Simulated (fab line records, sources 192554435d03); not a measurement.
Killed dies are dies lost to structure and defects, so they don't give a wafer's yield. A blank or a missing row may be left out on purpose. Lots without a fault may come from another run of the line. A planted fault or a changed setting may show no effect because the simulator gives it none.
Chamber matching | flow n5_finfet | N5_GATE_CUT_ETCH_37 on rie_diel-06: 4 sister chambers
The step etches SOC in N2/H2, target depth 60 nm, overetch 12 nm, time 90 s. 20 wafers are shown with their chamber, then 10 later ones without.

WAFERS WITH THEIR CHAMBER
wafer  | chamber | drypump_motor_current_A (A) | showerhead_plenum_p_Torr (Torr) | rf_vpp_V (V)
L074.1 | 3       | 6.2                         | 2.51                            | 524
L074.2 | 0       | 5.6                         | 2.64                            | 528
L074.3 | 2       | 4.8                         | 2.40                            | 519
L074.4 | 1       | 5.5                         | 2.38                            | 519
L074.5 | 0       | 5.6                         | 2.64                            | 526
L074.6 | 3       | 6.2                         | 2.51                            | 523
L083.3 | 3       | 6.2                         | 2.50                            | 524
L083.4 | 3       | 6.2                         | 2.50                            | 524
L083.5 | 0       | 5.6                         | 2.63                            | 526
L084.1 | 2       | 4.8                         | 2.72                            | 529
L084.2 | 3       | 6.2                         | 2.50                            | 522
L084.4 | 1       | 5.6                         | 2.37                            | 519
L085.2 | 0       | 5.6                         | 2.63                            | 527
L085.3 | 2       | 4.8                         | 2.72                            | 528
L085.5 | 3       | 6.1                         | 2.50                            | 524
L087.1 | 1       | 5.6                         | 2.37                            | 518
L087.4 | 3       | 6.2                         | 2.50                            | 523
L087.5 | 2       | 4.8                         | 2.71                            | 528
L088.2 | 1       | 5.6                         | 2.37                            | 518
L088.5 | 2       | 4.8                         | 2.71                            | 529

SIGNATURES (means of the wafers above)
reading                  | chamber 0 | chamber 1 | chamber 2 | chamber 3 | scatter within a chamber
drypump_motor_current_A  | 5.600     | 5.575     | 4.800     | 6.186     | 0.0317
showerhead_plenum_p_Torr | 2.6350    | 2.3725    | 2.6520    | 2.5029    | 0.0706
rf_vpp_V                 | 526.75    | 518.50    | 526.60    | 523.43    | 2.25
Rule: a wafer's distance from a chamber is the root of the sum, over the readings, of the square of ((its reading less the chamber's mean) divided by the reading's scatter). The wafer belongs to the nearest chamber; if the next one is less than 2 further off, it can't be placed. The scatter: the root of (the sum of the squares of (reading less its chamber's mean) over the shown wafers, divided by (wafers less chambers)).

WAFERS WITHOUT THEIR CHAMBER
wafer  | drypump_motor_current_A (A) | showerhead_plenum_p_Torr (Torr) | rf_vpp_V (V)
L088.6 | 5.5                         | 2.37                            | 518
L091.1 | 5.6                         | 2.62                            | 525
L091.3 | 6.2                         | 2.50                            | 522
L091.5 | 4.8                         | 2.71                            | 529
L095.1 | 5.6                         | 2.37                            | 518
L095.2 | 5.6                         | 2.62                            | 527
L095.4 | 6.1                         | 2.49                            | 522
L097.1 | 6.2                         | 2.49                            | 525
L097.3 | 4.8                         | 2.71                            | 529
L097.5 | 5.5                         | 2.36                            | 517

WHICH CHAMBER EACH WENT THROUGH
wafer  | from the rows above | in truth
L088.6 | 1                   | 1
L091.1 | 0                   | 0
L091.3 | 3                   | 3
L091.5 | 2                   | 2
L095.1 | 1                   | 1
L095.2 | 0                   | 0
L095.4 | 3                   | 3
L097.1 | 3                   | 3
L097.3 | 2                   | 2
L097.5 | 1                   | 1
Placed correctly: 10 of 10. Can't be placed from these rows: 0. Placed wrongly: 0.
